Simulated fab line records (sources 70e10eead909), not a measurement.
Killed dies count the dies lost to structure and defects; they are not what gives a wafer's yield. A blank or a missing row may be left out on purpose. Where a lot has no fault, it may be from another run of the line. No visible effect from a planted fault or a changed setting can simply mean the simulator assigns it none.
fab line records	flow nandHarc
record lots=5	wafers=15	lastDay=24
route steps=1159 shown A_M1@1039 A_BONDPAD@1059 END@1159
lots that met no fault: taken from a fault-free run of the same line
startH: hours from the record's first day to the start of the lot's first wafer shown	waitH: how many hours have passed since the lot's step before this one	" as in the row above	L1.1+2: a single row standing in for several wafers	- no value, or no start was given	* or withheld: withheld	< > ~ a bound
route shown NAME@n: a module of which the file shows steps, and the number in the route of the first	usual: average and standard deviation across the fault-free wafers	same: alike in all rows	chamber/n: place in a boat	sites: per-site readings	_std_site: how widely they spread, as a standard deviation	_edge_site: outer sites' mean less inner sites'	radiusMm: for every site, how far away it sits from the centre of the wafer	mask NAME#n: copy n	behind: the last tool/chamber to shape the wafer	hold: the reason the lot was held/the length of the hold in hours/how it ended	device: the n, p or np transistor that did not switch	end of line: tests of these same wafers at the route's end	a step given without rows: its recipe and nothing more	killed: at the first sort, the dies lost to defects and structure; wafer yield is something else	map: per-die view of a wafer (x killed, . not killed, _ where there is no die)
set.NAME: the setting the step ran with; set.NAME@STEP: the setting that earlier step ran with	model.NAME: the simulator's own value behind a step, which no gauge read
lots at some steps of the route; a table a step, a row a wafer
services: when a tool's chamber went out of use (startH, in hours from the record's first day, below 0 if earlier), for how many hours, and the reason
## steps
# step NHARC_A_M1_DESCUM_14
# recipe timeS=3	o2FlowSccm=200	arFlowSccm=0	biasPowerW=0	chemistry=O2
# step NHARC_A_M1_ETCH_35
# recipe targetDepthA=400	overetchA=120	timeS=43.94	ionEnergyEv=200	n2FlowSccm=150	h2FlowSccm=150	arFlowSccm=0	rfW=400	biasW=150	chemistry=N2/H2
# step NHARC_A_M1_ETCH_15
# recipe targetDepthA=1825	timeS=91.2	c4f8FlowSccm=withheld	arFlowSccm=400	rfW=600	biasW=300	chemistry=C4F8/Ar
# step NHARC_A_M1_STRIP_18
# recipe powerW=1000	n2FlowSccm=150	h2FlowSccm=150	arFlowSccm=0	biasW=0	chemistry=N2/H2
# step NHARC_A_M1_ETCH_28
# recipe targetDepthA=300	overEtchFrac=0.3	timeS=72.99	ionEnergyEv=150	cf4FlowSccm=50	n2FlowSccm=100	arFlowSccm=150	rfW=300	biasW=100	chemistry=CF4/N2
# step NHARC_A_M1_STRIP_19
# recipe timeS=600	tempC=30	chemistry=postEtchResidueRemover
# step NHARC_A_M1_DEGAS_29
# recipe tempC=250	timeS=60
# step NHARC_A_M1_PRE_CLEAN_30
# recipe timeS=30	tempC=280	gas=H2/He
# step NHARC_A_M1_PVD_20
# recipe targetThkA=50	biasV=168.6	powerW=15000	chamberPressurePa=0.12	timeS=8.06	substrateTempC=50	material=TaN
# step NHARC_A_M1_PVD_21
# recipe targetThkA=300	chamberPressurePa=5	powerW=5000	substrateTempC=30	timeS=20.49	material=Cu
# usual throttleValvePct=30.0/1.1
lot.wafer	tool	chamber	startH	waitH	throttleValvePct
L313.3	pvdSputter-03	-	446.26	-	29.1
L313.1	"	-	"	"	31.3
L313.2	"	-	"	"	28.7
L318.2	pvdSputter-03	-	516.62	-	31.2
L318.4	"	-	"	"	28.9
L318.5	"	-	"	"	31.6
L323.1	pvdSputter-03	-	522.28	-	31.5
L323.3	"	-	"	"	29.0
L323.6	"	-	"	"	31.3
L325.4	pvdSputter-02	-	532.06	-	29.5
L325.3	"	-	"	"	28.8
L325.5	"	-	"	"	30.3
L322.4	pvdSputter-03	-	541.53	-	31.3
L322.2	"	-	"	"	28.9
L322.5	"	-	"	"	31.1
# step NHARC_A_M1_ECD_22
# recipe targetThkA=4000	bathTempC=25	material=Cu
# step NHARC_A_M1_ANNEAL_31
# recipe tempC=225	timeS=90
# step NHARC_A_M1_CMP_23
# recipe tOverpolishS=20	targetThkNm=154.34
# step NHARC_A_M1_SRD_25
# step NHARC_A_M1_PRE_CLEAN_32
# recipe timeS=12	tempC=370	rfPowerW=300	gas=NH3
# step NHARC_A_M1_DEP_33
# recipe targetThkA=300	tempC=370	targetThkNm=30	pressureTorr=3	flowSccm=200	rfW=450	material=SiCN
# step NHARC_A_BONDPAD_DEP_00
# recipe targetThkA=2500	tempC=370	targetThkNm=250	pressureTorr=3	flowSccm=200	rfW=450	material=SiCN
# step NHARC_A_BONDPAD_CMP_29
# recipe targetThkNm=200	material=SiCN
# step NHARC_A_BONDPAD_SRD_31
# step NHARC_A_BONDPAD_DEHYDRATE_01
# recipe tempC=150	timeS=120
# step NHARC_A_BONDPAD_HMDS_02
# recipe timeS=30
# step NHARC_A_BONDPAD_COAT_33
# recipe tempC=200	timeS=65
# step NHARC_A_BONDPAD_COAT_03
# recipe spinRpm=2000	resistThkNm=600
# step NHARC_A_BONDPAD_SOFTBAKE_04
# recipe tempC=125	timeS=70
# step NHARC_A_BONDPAD_EBR_05
# step NHARC_A_BONDPAD_EXPOSE_06
# recipe na=0.55	doseMj=36.99	maskId=A_BPAD
# step NHARC_A_BONDPAD_PEB_07
# recipe pebTempC=128	pebTimeS=80
# step NHARC_A_BONDPAD_DEVELOP_08
# recipe timeS=50	devTempC=22
# step NHARC_A_BONDPAD_HARDBAKE_10
# recipe tempC=118	timeS=65
# step NHARC_A_BONDPAD_DESCUM_11
# recipe timeS=3	o2FlowSccm=200	arFlowSccm=0	biasPowerW=0	chemistry=O2
# step NHARC_A_BONDPAD_ETCH_34
# recipe targetDepthA=600	overetchA=180	timeS=65.91	ionEnergyEv=200	n2FlowSccm=150	h2FlowSccm=150	arFlowSccm=0	rfW=400	biasW=150	chemistry=N2/H2
# step NHARC_A_BONDPAD_ETCH_12
# recipe targetDepthA=2200	timeS=110	chf3FlowSccm=50	o2FlowSccm=10	arFlowSccm=200	rfW=500	biasW=200	chemistry=CHF3/O2
# step NHARC_END_SORT_01
# recipe tempC=25
# usual defectLimitedYield=95.5/1.4	killedAtArray=26/9.1	killedAtOther=0.7/0.9	killedAtPeriphery=3.6/2.8	killedDies=30/9.2	killedOpen=3.0/1.9	killedShort=2.0/1.4	sort_bin_2_pct=1.4/0.6	sort_bin_3_pct=0.23/0.17	sort_bin_4_pct=2.8/0.92	sortNPass=647/9.2	sortRimYieldPct=95.9/2.1	sortYieldPct=95.5/1.4
# same grossDies=677	sort_bin_5_pct[%]=0	sort_bin_6_pct[%]=0	sort_bin_7_pct[%]=0	sort_bin_8_pct[%]=0	sortRimNGross=106.00
lot.wafer	tool	chamber	startH	waitH	defectLimitedYield[%]	killedAtArray	killedAtOther	killedAtPeriphery	killedDies	killedOpen	killedShort	sort_bin_2_pct[%]	sort_bin_3_pct[%]	sort_bin_4_pct[%]	sortNPass	sortRimYieldPct[%]	sortYieldPct[%]
L318.2	prober-01	0	562.55	2.8	79.5	132	2	5	139	3	2	7.5	7.09	5.9	538	94.3	79.5
L318.4	prober-01	0	564.17	3.4	87.4	78	0	7	85	6	3	3.0	4.28	5.3	592	84.9	87.4
L318.5	prober-01	0	564.98	3.7	84.9	94	1	7	102	6	3	5.3	4.43	5.3	575	82.1	84.9
L323.1	prober-02	0	569.45	2.5	77.7	149	0	2	151	1	0	7.1	6.65	8.6	526	95.3	77.7
L323.3	prober-02	0	571.05	3.1	88.0	79	0	2	81	2	3	5.0	2.81	4.1	596	86.8	88.0
L323.6	prober-02	0	573.45	4.0	84.3	103	0	3	106	2	3	6.4	4.58	4.7	571	84.9	84.3
L322.2	prober-01	0	578.31	2.8	86.1	94	0	0	94	4	3	3.5	2.81	7.5	583	80.2	86.1
L322.4	prober-01	0	579.89	3.4	83.3	112	0	1	113	2	0	5.3	5.17	6.2	564	82.1	83.3
L322.5	prober-01	0	580.68	3.7	78.3	145	1	1	147	2	2	8.7	5.91	7.1	530	94.3	78.3
# killed by level:class
L318.2 A_M1:unspecified=108 A_CHANNEL_HOLE_D1:chamberFilmFlake=14 A_CONTACT:chamberFilmFlake=5 P_M1:chamberFilmFlake=3 P_CONTACT:geometricParticle:open=1 A_STAIRCASE:geometricParticle:open=1 A_WL_FILL:geometricParticle:open=1 A_M0:geometricParticle:short=1
L318.4 A_M1:unspecified=45 A_CHANNEL_HOLE_D1:chamberFilmFlake=18 A_CONTACT:chamberFilmFlake=7 P_GATE:geometricParticle:short=2 P_CONTACT:geometricParticle:open=2 P_BONDPAD:chamberFilmFlake=2 A_SGD_CUT:geometricParticle:short=1 A_SGD_CUT:geometricParticle:open=1
L318.5 A_M1:unspecified=71 A_CHANNEL_HOLE_D1:chamberFilmFlake=14 P_BONDPAD:chamberFilmFlake=4 A_CONTACT:chamberFilmFlake=3 P_M0:geometricParticle:open=2 A_ONON_D1:geometricParticle:open=2 P_M0:geometricParticle:short=1 A_SGD_CUT:geometricParticle:short=1
L323.1 A_M1:unspecified=114 A_CHANNEL_HOLE_D1:chamberFilmFlake=21 A_CONTACT:chamberFilmFlake=7 A_WL_FILL:chamberFilmFlake=5 A_M1:geometricParticle:open=1 P_STI:chamberFilmFlake=1 P_BONDPAD:chamberFilmFlake=1 A_SLIT:chamberFilmFlake=1
L323.3 A_M1:unspecified=45 A_CHANNEL_HOLE_D1:chamberFilmFlake=21 A_SLIT:chamberFilmFlake=4 A_CONTACT:chamberFilmFlake=3 A_WL_FILL:chamberFilmFlake=2 P_M0:geometricParticle:short=1 A_ONON_D1:geometricParticle:short=1 A_CHANNEL_HOLE_D1:geometricParticle:open=1
L323.6 A_M1:unspecified=73 A_CHANNEL_HOLE_D1:chamberFilmFlake=18 A_WL_FILL:chamberFilmFlake=4 A_CONTACT:chamberFilmFlake=4 P_M0:geometricParticle:open=1 P_M0:geometricParticle:short=1 P_BONDPAD:geometricParticle:open=1 A_CHANNEL_FILL_D1:geometricParticle:short=1
L322.2 A_M1:unspecified=45 A_CHANNEL_HOLE_D1:chamberFilmFlake=18 A_SLIT:chamberFilmFlake=17 A_CONTACT:chamberFilmFlake=4 A_ZERO_WELL:chamberFilmFlake=3 A_CONTACT:geometricParticle:open=2 A_ONON_D1:geometricParticle:short=1 A_WL_FILL:geometricParticle:short=1
L322.4 A_M1:unspecified=71 A_CHANNEL_HOLE_D1:chamberFilmFlake=21 A_SLIT:chamberFilmFlake=12 A_CONTACT:chamberFilmFlake=5 P_CONTACT:geometricParticle:open=1 A_CONTACT:geometricParticle:open=1 A_ZERO_WELL:chamberFilmFlake=1 A_CHANNEL_FILL_D1:chamberFilmFlake=1
L322.5 A_M1:unspecified=102 A_CHANNEL_HOLE_D1:chamberFilmFlake=23 A_SLIT:chamberFilmFlake=10 A_CONTACT:chamberFilmFlake=6 P_M1:geometricParticle:open=1 A_M1:geometricParticle:open=1 A_M1:geometricParticle:short=1 STARTING-WAFER:geometricParticle:short=1
# map L318.2 (x killed, . not)
____________.____________
_________......._________
_______..........._______
______.............______
_____..........x...x_____
____x.x..............____
____.x..x............____
___...xxx..x.........x___
___...xxxxx...x.......___
__..xxxxxxxxxx.........__
__....xxxxxxxx.........__
_...xxxxxxxxx..........._
_...xxxxxxxxx..........._
_...xxxxxxxxxx.........._
_...xxxxxxxxx.xx........_
_...xxxxxxxxx..........._
....xxxxxxxxx...x........
....xxxxxxxxx............
.x....xxxxxxx.x..........
.....xxxx..x.............
......xx.xx..............
_x.xxxxxxx.............._
_...x..xx..............._
_....x..x..............._
_......................._
_......................._
__...x.................__
__.....................__
___x..................___
___...................___
____..........x.x....____
____.............x...____
_____..............._____
______.............______
_______..........._______
_________...x..._________
____________.____________
# map L322.5 (x killed, . not)
____________.____________
_________......._________
_______..........._______
______.............______
_____..............._____
____.................____
____.....x...........____
___..x..x.xxx.........___
___....xxxx.x..x......___
__.x..xxxxxxx..........__
__...xxxxxxxx..........__
_..xxxxxxxxxxx.........._
_..xxxxxxxxxx....x......_
_.xxxxxxxxxxx..........._
_xxxxxxxxxxxxx........x._
_.x.xxxxxxxxx..........._
....xxxxxxxxx..x.........
x...xxxxxxxxx............
.x.xxxxxxxxx.............
.x.x.xxxxx...............
..x.xx....x..............
_.x.xx.x..x...x........._
_.x....................._
_.xxx..................._
_xxxxx.................._
_.xx.................xx._
__..................x..__
__.....................__
___...................___
___...................___
____.................____
____...............x.____
_____..............._____
______.............______
_______..........._______
_________......._________
____________.____________
## services
tool	chamber	startH	hours	kind
pvdSputter-03	-	456.15	2.1	repair
## key
firstSign step=NHARC_END_SORT_01	reading=killedAtArray	direction=up	sigmas=9.2	usual=26	struck=110
effect step=NHARC_END_SORT_01	reading=defectLimitedYield	direction=down	sigmas=9	usual=95.5	struck=83.3
moreKillsBornAt NHARC_A_M1_PVD_21@pvdSputter-03=674
metAt NHARC_A_M1_PVD_21
struckWafers L318.2,L318.4,L318.5,L322.2,L322.4,L322.5,L323.1,L323.3,L323.6
onsetBetween 446.26 516.62
fault kind=chamberParticleSource	tool=pvdSputter-03	chamber=-	onsetH=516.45	steps=NHARC_A_M1_PVD_21	ratePerVisitCm2=2.1872	endH=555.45
